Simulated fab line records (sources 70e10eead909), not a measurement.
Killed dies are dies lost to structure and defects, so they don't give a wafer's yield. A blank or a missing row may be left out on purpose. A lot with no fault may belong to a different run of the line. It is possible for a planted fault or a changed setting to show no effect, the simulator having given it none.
fab line records	flow nand-harc
[record] lots = 5	wafers = 15	last-day = 24
route steps=1159 shown A_WL_FILL@826 A_CONTACT@840
lots that met no fault: from a run of the same line without faults
start-h: the number of hours between the record's first day and the start of the first shown wafer of the lot	wait-h: hours from the lot's prior step to this one	" unchanged from the row above	L1.1+2: several wafers, shown together as one row	- either no value or no given start	* or withheld: withheld	< > ~ a bound
route shown NAME@n: NAME is a module with steps in the file, n the number in the route of the first one	usual: mean/standard deviation of fault-free wafers	same: alike in all rows	chamber/n: place in a boat	sites: readings site by site	_std_site: the standard deviation of these	_edge_site: outer sites' mean less inner sites'	radius-mm: for every site, how far away it sits from the centre of the wafer	mask NAME#n: copy n	behind: the most recent tool/chamber to have shaped the wafer	hold: why the lot went on hold/how many hours it stayed there/how the hold came to an end	device: the transistor (n, p or np) that didn't switch	end of line: the tests these same wafers got at the end of their route	a step given without rows: its recipe and nothing more	killed: the dies lost at the first sort to structure and to defects; this is not the yield of the wafer	map: a wafer's dies, marking killed ones x, the rest . and places with no die _
set.NAME: the run value of the setting; set.NAME@STEP: its run value at that earlier step	model.NAME: the simulator's own value behind a step, which no gauge read
certain route steps with their lots: each step a table, each wafer a row
services: when a tool's chamber went out of use (start-h, in hours from the record's first day, below 0 if earlier), for how many hours, and the reason
[[steps]]
[step NHARC_A_WL_FILL_PRECLEAN_18]
[recipe] time-s = 30	chemistry = dHF
lot.wafer	tool	chamber	start-h	wait-h
L074.3+2+1	wet-bench-09	0,1,2	357.49	0.1
L075.4+1+2	wet-bench-04	2,4,6	360.56	0.1
L079.5+3+4	wet-bench-09	0,1,2	381.49	0.1
L083.3+1+6	wet-bench-09	5,7,2	413.45	0.1
L096.4+6+1	wet-bench-04	7,2,4	480.60	0.1
[step NHARC_A_WL_FILL_SRD_21]
lot.wafer	tool	chamber	start-h	wait-h
L074.3+2+1	wet-bench-09	0,1,2	357.51	0.0
L075.4+1+2	wet-bench-04	2,4,6	360.58	0.0
L079.5+3+4	wet-bench-09	0,1,2	381.54	0.0
L083.3+1+6	wet-bench-09	5,7,2	413.48	0.0
L096.4+6+1	wet-bench-04	7,2,4	480.63	0.0
[step NHARC_A_WL_FILL_CVD_23]
[recipe] target-thk-a = 400	temp-c = 620	pressure-mtorr = 200	time-s = 800	material = poly-Si
[usual] pressure-mtorr = 200.0/0.35	spike-tc-centre-C = 620.6/1.2	spike-tc-top-C = 636.3/1.6	zone-power-bottom-pct = 12.1/0.95	zone-power-lower-pct = 8.3/0.91
lot.wafer	tool	chamber	start-h	wait-h	pressure-mtorr	spike-tc-centre-C	spike-tc-top-C	zone-power-bottom-pct	zone-power-lower-pct
L074.1	lpcvd-poly-03	0	359.93	2.4	200.2	622.5	636.8	11.8	9.1
L074.2	"	0	"	"	200.0	620.4	636.3	11.7	9.0
L074.3	"	0	"	"	200.3	620.4	636.0	11.9	9.3
L075.1	lpcvd-poly-04	0	362.84	2.3	199.6	619.5	637.8	10.8	9.0
L075.2	"	0	"	"	200.0	620.5	638.2	10.8	9.0
L075.4	"	0	"	"	199.9	621.6	639.3	10.9	9.1
L079.3	lpcvd-poly-01	0	384.15	2.6	200.0	619.1	637.3	13.1	7.1
L079.4	"	0	"	"	200.3	620.1	635.5	13.1	7.3
L079.5	"	0	"	"	200.8	619.3	635.1	13.2	7.0
L083.1	lpcvd-poly-03	0	415.90	2.4	200.0	623.2	636.7	11.7	9.1
L083.3	"	0	"	"	199.7	621.7	635.7	12.0	9.0
L083.6	"	0	"	"	200.0	621.4	636.4	11.9	9.1
L096.1	lpcvd-poly-01	0	483.23	2.6	199.9	619.8	636.1	13.2	7.2
L096.4	"	0	"	"	200.3	621.0	636.1	13.0	7.1
L096.6	"	0	"	"	199.9	619.1	634.3	13.1	7.2
[step NHARC_A_WL_FILL_ETCHBACK_26]
[recipe] target-depth-a = 520	time-s = 13.3	hbr-flow-sccm = 150	rf-w = 350	icp-w = 350	bias-w = 60	chemistry = HBr
[usual] drypump-motor-current-A = 5.7/0.3	oes-product-au = 0.999/0.0092	throttle-valve-pct = 23.266/0.0082
lot.wafer	tool	chamber	start-h	wait-h	drypump-motor-current-A	oes-product-au	rf-hours-counter-h	throttle-valve-pct
L074.2	rie-si-03	2	362.47	0.4	5.7	1.000	0.1	23.274
L074.3	"	0	"	"	5.3	1.004	0.2	23.262
L074.1	"	1	"	"	6.0	0.983	0.2	23.277
L075.4	rie-si-04	0	365.40	0.4	6.1	0.990	0.6	23.252
L075.2	"	1	"	"	6.0	1.000	0.7	23.267
L075.1	"	2	"	"	5.0	0.999	0.5	23.269
L079.4	rie-si-05	3	386.71	0.4	6.1	0.995	1.0	23.263
L079.3	"	2	"	"	5.7	1.008	1.0	23.261
L079.5	"	3	"	"	6.1	0.994	-	23.272
L083.1	rie-si-04	1	418.48	0.4	6.1	1.009	1.0	23.255
L083.3	"	3	"	"	5.4	1.007	1.0	23.275
L083.6	"	1	"	"	6.0	0.996	-	23.262
L096.4	rie-si-04	0	485.83	0.4	6.2	0.978	0.2	23.268
L096.1	"	1	"	"	6.1	0.997	0.3	23.263
L096.6	"	3	"	"	5.4	0.991	-	23.276
[step NHARC_A_WL_FILL_PRECLEAN_30]
[recipe] time-s = 10	chemistry = dHF
lot.wafer	tool	chamber	start-h	wait-h
L074.3+1+2	wet-bench-09	4,6,0	362.62	0.1
L075.1+2+4	wet-bench-04	6,7,3	365.55	0.1
L079.4+3+5	wet-bench-09	0,1,5	386.85	0.1
L083.1+3+6	wet-bench-04	4,6,1	418.61	0.1
L096.4+1+6	wet-bench-04	1,3,4	485.96	0.1
[step NHARC_A_WL_FILL_SRD_14]
lot.wafer	tool	chamber	start-h	wait-h
L074.3+1+2	wet-bench-09	4,6,0	362.64	0.0
L075.1+2+4	wet-bench-04	6,7,3	365.59	0.0
L079.4+3+5	wet-bench-09	0,1,5	386.87	0.0
L083.1+3+6	wet-bench-04	4,6,1	418.63	0.0
L096.4+1+6	wet-bench-04	1,3,4	485.99	0.0
[step NHARC_A_WL_FILL_ALD_19]
[recipe] target-thk-a = 20	pulse-time-s = 3	ald-cycles = 100	temp-c = 450	material = TiN
[usual] heater-power-w = 1070/77	precursor-pulse-height-rel = 1.000/0.021
lot.wafer	tool	chamber	start-h	wait-h	heater-power-w	precursor-pulse-height-rel
L074.3	ald-metal-04	3	362.77	0.1	1127	0.986
L074.1	"	0	"	"	1166	0.975
L074.2	"	1	"	"	1042	1.028
L075.1	ald-metal-01	1	365.76	0.2	997	0.959
L075.2	"	3	"	"	966	0.990
L075.4	"	1	"	"	998	1.013
L079.3	ald-metal-04	2	386.97	0.1	1015	1.026
L079.4	"	1	"	"	1060	0.980
L079.5	"	2	"	"	1030	0.988
L083.1	ald-metal-01	0	418.76	0.1	915	0.966
L083.3	"	1	"	"	1010	1.031
L083.6	"	0	"	"	916	0.986
L096.4	ald-metal-03	2	486.13	0.1	1112	1.015
L096.1	"	3	"	"	1033	0.963
L096.6	"	0	"	"	1178	0.989
[step NHARC_A_WL_FILL_CVD_20]
[recipe] target-thk-a = 750	temp-c = 300	pressure-torr = 40	wf6-flow-sccm = 40	h2-flow-sccm = 1600	ar-flow-sccm = 1560	time-s = 5064	material = W
[usual] heater-power-w = 502/59	throttle-valve-pct = 7.89/0.21
lot.wafer	tool	chamber	start-h	wait-h	heater-power-w	throttle-valve-pct
L074.1	cvd-w-01	0	-	-	578	7.94
L074.2	"	1	"	"	520	8.00
L074.3	"	0	"	"	598	8.06
L075.1	cvd-w-01	0	-	-	588	7.86
L075.2	"	1	"	"	519	7.90
L075.4	"	0	"	"	574	7.69
L079.3	cvd-w-01	0	-	-	588	7.87
L079.4	"	1	"	"	532	8.01
L079.5	"	1	"	"	526	8.48
L083.1	cvd-w-01	1	-	-	527	7.73
L083.3	"	0	"	"	568	7.83
L083.6	"	0	"	"	595	8.32
L096.1	cvd-w-02	0	-	-	466	8.01
L096.4	"	0	"	"	457	7.67
L096.6	"	0	"	"	463	7.65
[step NHARC_A_WL_FILL_CMP_12]
[recipe] t-overpolish-s = 30	target-thk-nm = 75
[usual] motor-current-A = 12.5/1.1	overpolish-run-s = 30.002/0.0088	pad-life-wafers = 246/170	time-to-endpoint-s = 15.2/2.2
lot.wafer	tool	chamber	start-h	wait-h	motor-current-A	overpolish-run-s	pad-life-wafers	time-to-endpoint-s
L074.1	cmp-02	0	368.00	4.3	12.7	29.997	115	18.2
L074.3	"	1	"	"	14.9	30.009	116	17.9
L074.2	"	2	"	"	12.9	30.003	117	14.2
L075.2	cmp-04	1	375.09	3.6	11.0	30.007	361	18.2
L075.4	"	2	"	"	10.6	30.003	362	18.3
L075.1	"	3	"	"	11.9	29.989	363	20.8
L079.4	cmp-03	3	397.83	2.2	14.7	30.002	158	16.5
L079.3	"	0	"	"	12.8	29.999	159	15.7
L079.5	"	2	"	"	11.6	30.004	-	16.7
L083.3	cmp-02	3	424.00	2.2	11.5	30.015	421	18.9
L083.1	"	0	"	"	12.9	30.004	422	15.4
L083.6	"	3	"	"	11.6	30.008	-	14.4
L096.1	cmp-02	0	498.12	3.7	14.0	29.993	272	16.0
L096.4	"	1	"	"	14.4	30.011	273	17.2
L096.6	"	3	"	"	11.9	29.986	-	17.3
[step NHARC_A_WL_FILL_SRD_31]
lot.wafer	tool	chamber	start-h	wait-h
L074.1+3+2	wet-bench-09	0,1,2	368.31	0.0
L075.1+2+4	wet-bench-09	0,3,4	375.39	0.0
L079.4+5+3	wet-bench-09	6,7,1	398.11	0.0
L083.3+6+1	wet-bench-04	1,3,5	424.30	0.0
L096.1+6+4	wet-bench-06	0,2,4	498.39	0.0
[step NHARC_A_WL_FILL_INSPECT_15]
[usual] raw-defect-count = 401/120
lot.wafer	tool	chamber	start-h	wait-h	raw-defect-count
L074.1	defect-inspect-02	-	368.44	0.0	288
L074.2	"	-	"	"	325
L074.3	"	-	"	"	362
L075.1	defect-inspect-01	-	375.57	0.0	433
L075.2	"	-	"	"	281
L075.4	"	-	"	"	352
L079.3	defect-inspect-01	-	398.25	0.0	538
L079.4	"	-	"	"	331
L079.5	"	-	"	"	352
L083.1	defect-inspect-01	-	424.47	0.1	528
L083.3	"	-	"	"	415
L083.6	"	-	"	"	502
L096.1	defect-inspect-01	-	498.56	0.0	259
L096.4	"	-	"	"	296
L096.6	"	-	"	"	361
[step NHARC_A_CONTACT_DEP_24]
[recipe] target-thk-a = 5000	temp-c = 400	pressure-torr = 6.5	rf-w = 900	teos-flow-sccm = 161.4	flow-sccm = 2650	target-thk-nm = 500	gas = O2	material = SiO2
[usual] heater-power-w = 597/150	showerhead-vpp-V = 1823/110	throttle-valve-pct = 15.9/0.55
lot.wafer	tool	chamber	start-h	wait-h	heater-power-w	showerhead-vpp-V	throttle-valve-pct
L074.2	pecvd-01	1	368.51	0.1	846	1979	16.9
L074.1	"	2	"	"	529	1803	15.8
L074.3	"	2	"	"	570	1797	15.5
L075.1	pecvd-04	0	375.64	0.1	694	1737	16.1
L075.2	"	2	"	"	581	1858	16.0
L075.4	"	1	"	"	631	1836	16.9
L079.3	pecvd-01	0	398.32	0.1	538	1681	17.1
L079.5	"	0	"	"	409	1647	17.2
L079.4	"	1	"	"	911	1970	17.0
L083.3	pecvd-03	0	424.83	0.4	503	1844	15.7
L083.1	"	2	"	"	563	1683	15.3
L083.6	"	1	"	"	489	1893	15.9
L096.1	pecvd-03	0	498.75	0.2	391	1827	15.9
L096.4	"	1	"	"	579	1917	15.6
L096.6	"	0	"	"	415	1843	15.7
[step NHARC_A_CONTACT_DEP_28]
[recipe] target-thk-a = 36000	temp-c = 400	material = aC
[usual] throttle-valve-pct = 35.000/0.0091
lot.wafer	tool	chamber	start-h	wait-h	throttle-valve-pct
L074.1	acl-dep-03	0	372.39	3.1	35.014
L074.2	"	0	"	"	35.010
L074.3	"	0	"	"	34.983
L075.1	acl-dep-03	0	378.56	2.4	34.998
L075.2	"	0	"	"	35.006
L075.4	"	0	"	"	34.998
L079.3	acl-dep-03	0	399.66	0.8	35.018
L079.4	"	0	"	"	35.007
L079.5	"	0	"	"	35.004
L083.1	acl-dep-03	0	425.43	0.1	35.009
L083.3	"	0	"	"	35.001
L083.6	"	0	427.26	1.9	35.011
L096.1	acl-dep-03	0	502.18	3.0	34.982
L096.4	"	0	503.28	4.1	35.003
L096.6	"	0	"	"	35.011
[step NHARC_A_CONTACT_DEP_29]
[recipe] target-thk-a = 700	target-thk-nm = 70	temp-c = 400	pressure-torr = 3.5	flow-sccm = 200	rf-w = 350	material = SiON
[usual] heater-power-w = 792/150	showerhead-vpp-V = 1130/69
lot.wafer	tool	chamber	start-h	wait-h	heater-power-w	showerhead-vpp-V
L074.3	pecvd-04	0	374.72	1.2	872	1077
L074.2	"	1	"	"	726	1130
L074.1	"	2	"	"	726	1151
L075.2	pecvd-01	2	380.78	1.5	694	1118
L075.1	"	1	"	"	984	1243
L075.4	"	2	"	"	693	1124
L079.3	pecvd-01	2	401.16	1.1	790	1126
L079.4	"	2	"	"	807	1115
L079.5	"	1	"	"	1042	1233
L083.1	pecvd-04	2	427.65	1.8	776	1143
L083.3	"	1	"	"	795	1123
L083.6	"	2	"	"	752	1164
L096.1	pecvd-01	2	504.41	1.9	773	1110
L096.6	"	2	"	"	763	1126
L096.4	"	1	"	"	1102	1254
[step NHARC_A_CONTACT_DEHYDRATE_32]
[recipe] temp-c = 150	time-s = 120
[usual] chill-plate-temp-C = 22.98/0.094
lot.wafer	tool	chamber	start-h	wait-h	chill-plate-temp-C
L074.1	litho-track-06	0	374.99	0.2	22.90
L074.2	"	0	"	"	22.85
L074.3	"	0	"	"	23.04
L075.1	litho-track-04	0	381.13	0.3	22.89
L075.2	"	0	"	"	22.94
L075.4	"	0	"	"	22.85
L079.3	litho-track-01	0	401.43	0.2	23.02
L079.4	"	0	"	"	22.99
L079.5	"	0	"	"	23.00
L083.1	litho-track-01	0	427.92	0.2	22.83
L083.3	"	0	"	"	22.89
L083.6	"	0	"	"	22.94
L096.1	litho-track-01	0	504.68	0.2	23.06
L096.4	"	0	"	"	23.07
L096.6	"	0	"	"	23.16
[step NHARC_A_CONTACT_HMDS_33]
[recipe] time-s = 30
[usual] chill-plate-temp-C = 22.99/0.096
lot.wafer	tool	chamber	start-h	wait-h	chill-plate-temp-C
L074.1	litho-track-06	0	-	-	23.03
L074.2	"	0	"	"	23.05
L074.3	"	0	"	"	22.96
L075.1	litho-track-04	0	-	-	23.12
L075.2	"	0	"	"	22.91
L075.4	"	0	"	"	23.15
L079.3	litho-track-01	0	-	-	23.15
L079.4	"	0	"	"	23.00
L079.5	"	0	"	"	22.88
L083.1	litho-track-01	0	-	-	22.96
L083.3	"	0	"	"	23.00
L083.6	"	0	"	"	22.94
L096.1	litho-track-01	0	-	-	23.06
L096.4	"	0	"	"	23.09
L096.6	"	0	"	"	23.10
[step NHARC_A_CONTACT_COAT_34]
[recipe] temp-c = 260	time-s = 75
[usual] chill-plate-temp-C = 22.98/0.1
lot.wafer	tool	chamber	start-h	wait-h	chill-plate-temp-C
L074.1	litho-track-06	0	-	-	22.96
L074.2	"	0	"	"	22.98
L074.3	"	0	"	"	22.92
L075.1	litho-track-04	0	-	-	22.97
L075.2	"	0	"	"	22.99
L075.4	"	0	"	"	22.95
L079.3	litho-track-01	0	-	-	23.02
L079.4	"	0	"	"	22.97
L079.5	"	0	"	"	23.14
L083.1	litho-track-01	0	-	-	23.04
L083.3	"	0	"	"	22.87
L083.6	"	0	"	"	22.96
L096.1	litho-track-01	0	-	-	22.94
L096.4	"	0	"	"	22.91
L096.6	"	0	"	"	23.03
[step NHARC_A_CONTACT_COAT_35]
[recipe] temp-c = 225	time-s = 65
[usual] chill-plate-temp-C = 23.00/0.12
lot.wafer	tool	chamber	start-h	wait-h	chill-plate-temp-C
L074.1	litho-track-06	0	-	-	23.19
L074.2	"	0	"	"	23.00
L074.3	"	0	"	"	22.95
L075.1	litho-track-04	0	-	-	23.02
L075.2	"	0	"	"	23.02
L075.4	"	0	"	"	23.03
L079.3	litho-track-01	0	-	-	22.95
L079.4	"	0	"	"	22.93
L079.5	"	0	"	"	22.95
L083.1	litho-track-01	0	-	-	23.03
L083.3	"	0	"	"	22.82
L083.6	"	0	"	"	22.98
L096.1	litho-track-01	0	-	-	22.80
L096.4	"	0	"	"	22.78
L096.6	"	0	"	"	22.80
[step NHARC_A_CONTACT_COAT_36]
[recipe] spin-rpm = 1500	resist-thk-nm = 90
[usual] chill-plate-temp-C = 22.99/0.09	dispense-pressure-kPa = 51.2/2.8	spin-speed-rpm = 1500.0/0.9
lot.wafer	tool	chamber	start-h	wait-h	chill-plate-temp-C	dispense-pressure-kPa	spin-speed-rpm
L074.1	litho-track-06	0	-	-	23.05	55.4	1500.0
L074.2	"	0	"	"	23.04	55.4	1499.2
L074.3	"	0	"	"	23.07	55.4	1500.5
L075.1	litho-track-04	0	-	-	22.94	47.7	1500.2
L075.2	"	0	"	"	23.00	47.7	1499.0
L075.4	"	0	"	"	23.01	47.7	1500.1
L079.3	litho-track-01	0	-	-	22.98	51.8	1499.2
L079.4	"	0	"	"	22.88	51.8	1498.6
L079.5	"	0	"	"	23.01	51.8	1498.1
L083.1	litho-track-01	0	-	-	22.74	51.8	1500.5
L083.3	"	0	"	"	22.80	51.8	1500.3
L083.6	"	0	"	"	22.86	51.8	1501.2
L096.1	litho-track-01	0	-	-	22.81	51.8	1499.6
L096.4	"	0	"	"	22.90	51.8	1500.0
L096.6	"	0	"	"	23.04	51.8	1500.6
[step NHARC_A_CONTACT_SOFTBAKE_37]
[recipe] temp-c = 105	time-s = 55
[usual] chill-plate-temp-C = 22.98/0.095
lot.wafer	tool	chamber	start-h	wait-h	chill-plate-temp-C
L074.1	litho-track-06	0	-	-	22.95
L074.2	"	0	"	"	22.94
L074.3	"	0	"	"	22.86
L075.1	litho-track-04	0	-	-	22.94
L075.2	"	0	"	"	23.05
L075.4	"	0	"	"	22.98
L079.3	litho-track-01	0	-	-	23.07
L079.4	"	0	"	"	22.98
L079.5	"	0	"	"	22.97
L083.1	litho-track-01	0	-	-	23.04
L083.3	"	0	"	"	22.93
L083.6	"	0	"	"	22.95
L096.1	litho-track-01	0	-	-	23.07
L096.4	"	0	"	"	22.87
L096.6	"	0	"	"	22.99
[step NHARC_A_CONTACT_EBR_38]
[usual] chill-plate-temp-C = 22.97/0.094
lot.wafer	tool	chamber	start-h	wait-h	chill-plate-temp-C
L074.1	litho-track-06	0	-	-	22.99
L074.2	"	0	"	"	22.98
L074.3	"	0	"	"	22.90
L075.1	litho-track-04	0	-	-	23.13
L075.2	"	0	"	"	23.17
L075.4	"	0	"	"	22.93
L079.3	litho-track-01	0	-	-	22.99
L079.4	"	0	"	"	22.87
L079.5	"	0	"	"	23.02
L083.1	litho-track-01	0	-	-	23.06
L083.3	"	0	"	"	23.05
L083.6	"	0	"	"	23.01
L096.1	litho-track-01	0	-	-	22.89
L096.4	"	0	"	"	22.94
L096.6	"	0	"	"	22.85
[step NHARC_A_CONTACT_EXPOSE_39]
[recipe] na = 1.35	sigma-outer = 0.8	dose-mj = 58.79	mask-id = A_CC_3
[same] sigma-outer = 0.8
lot.wafer	tool	chamber	start-h	wait-h	mask
L074.1+2+3	arfi-scanner-01	0	375.30	-	A_CC_3#0
L075.1+2+4	arfi-scanner-03	0	381.44	-	A_CC_3#0
L079.3+4+5	arfi-scanner-03	0	401.75	-	A_CC_3#0
L083.1+3+6	arfi-scanner-01	0	428.10	-	A_CC_3#0
L096.1+4+6	arfi-scanner-01	0	504.99	-	A_CC_3#0
[step NHARC_A_CONTACT_PEB_40]
[recipe] peb-temp-c = 100	peb-time-s = 65
[usual] chill-plate-temp-C = 22.99/0.11
lot.wafer	tool	chamber	start-h	wait-h	chill-plate-temp-C
L074.1	litho-track-04	0	375.37	0.1	23.13
L074.2	"	0	"	"	23.02
L074.3	"	0	"	"	23.04
L075.1	litho-track-04	0	381.50	0.1	22.95
L075.2	"	0	"	"	23.15
L075.4	"	0	"	"	23.10
L079.3	litho-track-01	0	401.80	0.0	22.96
L079.4	"	0	"	"	22.96
L079.5	"	0	"	"	22.92
L083.1	litho-track-06	0	428.16	0.1	22.88
L083.3	"	0	"	"	22.98
L083.6	"	0	"	"	22.94
L096.1	litho-track-01	0	505.05	0.1	22.80
L096.4	"	0	"	"	22.95
L096.6	"	0	"	"	23.08
[step NHARC_A_CONTACT_DEVELOP_41]
[recipe] develop-time-s = 35	dev-temp-c = 23
[usual] chill-plate-temp-C = 23.01/0.1
lot.wafer	tool	chamber	start-h	wait-h	chill-plate-temp-C
L074.1	litho-track-04	0	-	-	23.02
L074.2	"	0	"	"	22.99
L074.3	"	0	"	"	23.10
L075.1	litho-track-04	0	-	-	22.93
L075.2	"	0	"	"	22.91
L075.4	"	0	"	"	23.02
L079.3	litho-track-01	0	-	-	23.03
L079.4	"	0	"	"	22.96
L079.5	"	0	"	"	23.08
L083.1	litho-track-06	0	-	-	23.12
L083.3	"	0	"	"	23.18
L083.6	"	0	"	"	23.00
L096.1	litho-track-01	0	-	-	22.73
L096.4	"	0	"	"	22.86
L096.6	"	0	"	"	23.02
[[services]]
tool	chamber	start-h	hours	kind
ald-metal-01	3	336.82	20.2	repair
wet-bench-04	-	339.20	8.0	pm
ald-metal-04	2	339.90	3.6	repair
cmp-02	-	342.17	4.0	pm
rie-si-04	0	347.07	4.6	repair
ald-metal-01	2	355.49	19.5	repair
arfi-scanner-01	-	368.00	4.0	pm
cmp-02	-	371.34	2.2	repair
pecvd-04	-	377.01	13.0	pm
ald-metal-01	2	402.72	64.0	repair
acl-dep-03	-	408.05	13.0	pm
pecvd-01	-	418.14	13.0	pm
wet-bench-04	-	426.31	11.1	repair
rie-si-04	1	433.70	25.6	repair
cmp-02	-	440.17	4.0	pm
pecvd-01	1	440.65	8.3	repair
litho-track-01	-	443.00	7.0	pm
rie-si-04	-	453.00	9.0	pm
arfi-scanner-01	-	461.86	0.5	repair
wet-bench-09	-	464.80	8.0	pm
litho-track-06	-	467.00	7.0	pm
cvd-w-01	-	481.37	13.0	pm
wet-bench-09	-	489.26	2.3	repair
litho-track-04	-	491.00	7.0	pm
[[key]]
fault none
